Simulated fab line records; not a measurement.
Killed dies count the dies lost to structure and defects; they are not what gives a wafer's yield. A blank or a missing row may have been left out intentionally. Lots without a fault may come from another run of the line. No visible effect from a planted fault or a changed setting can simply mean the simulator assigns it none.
Matching of chambers    flow nand_harc    4 sister chambers for NHARC_P_ZERO_WELL_DESCUM_54 on rie_diel-02
The step chemistry O2, time 3 s. 14 wafers are shown with their chamber, then 7 later ones without.

== WAFERS PAIRED WITH THEIR CHAMBERS ==
wafer   chamber  showerhead_plenum_p_Torr (Torr)  drypump_motor_current_A (A)  oes_product_au (a.u.)
L339.1  1        2.06                             5.5                          1.001
L339.5  0        1.88                             6.0                          1.001
L339.6  3        1.88                             5.5                          0.983
L345.1  3        1.88                             5.5                          0.989
L345.2  1        2.05                             5.6                          1.001
L345.4  2        2.07                             5.8                          0.999
L352.4  2        2.06                             5.9                          1.007
L352.5  2        2.06                             5.9                          1.001
L352.6  1        2.05                             5.5                          0.997
L355.1  0        1.88                             6.0                          0.996
L355.2  2        2.06                             5.8                          0.993
L355.5  3        1.88                             5.5                          0.997
L357.2  3        1.88                             5.5                          0.992
L357.5  1        2.05                             5.5                          1.015

SIGNATURES (means of the wafers above)
reading                   chamber 0  chamber 1  chamber 2  chamber 3  scatter within a chamber
showerhead_plenum_p_Torr  1.8800     2.0525     2.0625     1.8800     0.00387
drypump_motor_current_A   6.000      5.525      5.850      5.500      0.0418
oes_product_au            0.99850    1.00350    1.00000    0.99025    0.00634
Rule: distance of a wafer from a chamber = root of the sum over the readings of ((wafer's reading minus chamber's mean) / reading's scatter) squared. The wafer belongs to the nearest chamber; if the next one is less than 2 further off, it can't be placed. The scatter is the square root of a quotient: the sum, over the shown wafers, of each reading's squared deviation from its chamber's mean, divided by wafers minus chambers.

== WAFERS WITHOUT THEIR CHAMBER ==
wafer   showerhead_plenum_p_Torr (Torr)  drypump_motor_current_A (A)  oes_product_au (a.u.)
L357.6  1.88                             6.0                          1.003
L360.1  2.05                             5.5                          1.017
L360.2  1.88                             6.0                          0.998
L360.6  1.88                             6.0                          1.008
L361.2  1.87                             6.0                          1.009
L361.5  1.88                             5.5                          0.993
L361.6  2.06                             5.8                          0.991

== WHICH CHAMBER EACH ONE RAN IN ==
wafer   from the rows above  in truth
L357.6  0                    0
L360.1  1                    1
L360.2  0                    0
L360.6  0                    0
L361.2  0                    0
L361.5  3                    3
L361.6  2                    2
Correctly placed: 7 of 7. Left unplaced by these rows: 0. Number placed wrongly: 0.
